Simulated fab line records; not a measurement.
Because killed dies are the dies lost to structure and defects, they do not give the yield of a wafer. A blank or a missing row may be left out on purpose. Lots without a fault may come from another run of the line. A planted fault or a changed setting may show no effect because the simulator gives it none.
What tool caused it? + flow nand-harc + 7 lots with 21 wafers sampled at 4 steps, on a route of 1302 steps

WHAT EACH GAUGE READ, for each wafer
NHARC_END_SORT_01.
| lot  | measured     | on        | killed-at-array |
|------|--------------|-----------|-----------------|
| L857 | day 26 21:08 | prober-02 | 155 157 154     |
| L859 | day 28 04:24 | prober-02 | 142 164 144     |

WHAT TOOL EACH LOT RAN ON (gives the tool, then ch and the chambers of the sampled wafers, and finally the start)
| lot  | NHARC_A_CHANNEL_FILL_D1_ALD_03      | NHARC_THIN_TSV_STRIP_62              | NHARC_THIN_TSV_PVD_51                   |
|------|-------------------------------------|--------------------------------------|-----------------------------------------|
| L852 | ald-sin-batch-03 ch 0, day 9 16:04  | plasma-asher-02 ch 0,1, day 24 08:28 | pvd-sputter-02, no start                |
| L855 | ald-sin-batch-01 ch 0, day 11 06:56 | plasma-asher-01 ch 0,1, day 26 08:30 | pvd-sputter-01, no start                |
| L857 | ald-sin-batch-01 ch 0, day 11 16:37 | plasma-asher-01 ch 0,1, day 26 11:09 | pvd-sputter-02, day 26 21:08 or earlier |
| L859 | ald-sin-batch-01 ch 0, day 12 20:34 | plasma-asher-01 ch 0,1, day 27 15:11 | pvd-sputter-03, day 28 04:24 or earlier |
| L867 | ald-sin-batch-03 ch 0, day 16 03:11 | plasma-asher-02 ch 0,1, day 31 19:34 | pvd-sputter-03, no start                |
| L870 | ald-sin-batch-01 ch 0, day 17 22:37 | plasma-asher-01 ch 0,1, day 32 17:40 | pvd-sputter-02, no start                |
| L872 | ald-sin-batch-01 ch 0, day 18 16:29 | plasma-asher-01 ch 0,1, day 33 09:54 | pvd-sputter-03, no start                |
- NHARC_A_CHANNEL_FILL_D1_ALD_03: deposits SiNx, target thk 6 nm, pulse time 60 s, ald cycles 58.
- NHARC_THIN_TSV_STRIP_62: strips in N2/H2, time 20 s.
- NHARC_THIN_TSV_PVD_51: deposits Cu, target thk 100 nm.

THE ANSWER, worked out from the rows above alone
Rule: usual is defined by the lots themselves. Put in order of their means at a reading, lots are off if they are a third of the lots or fewer, leave a main group of 4 or more, and stand apart from it by a gap of 3 or more times the standard deviation of the main group's means; of several such gaps the widest counts. A main group whose means are all the same, to the digits that the tables above print for the reading, isn't used. A lot without any number at a reading at which 4 lots or more have one is off too. All remaining lots with rows at the step are treated as sound.
No lot is off on any of the readings shown, so nothing can be concluded from this.

WHAT THE SIMULATOR HAD PUT IN
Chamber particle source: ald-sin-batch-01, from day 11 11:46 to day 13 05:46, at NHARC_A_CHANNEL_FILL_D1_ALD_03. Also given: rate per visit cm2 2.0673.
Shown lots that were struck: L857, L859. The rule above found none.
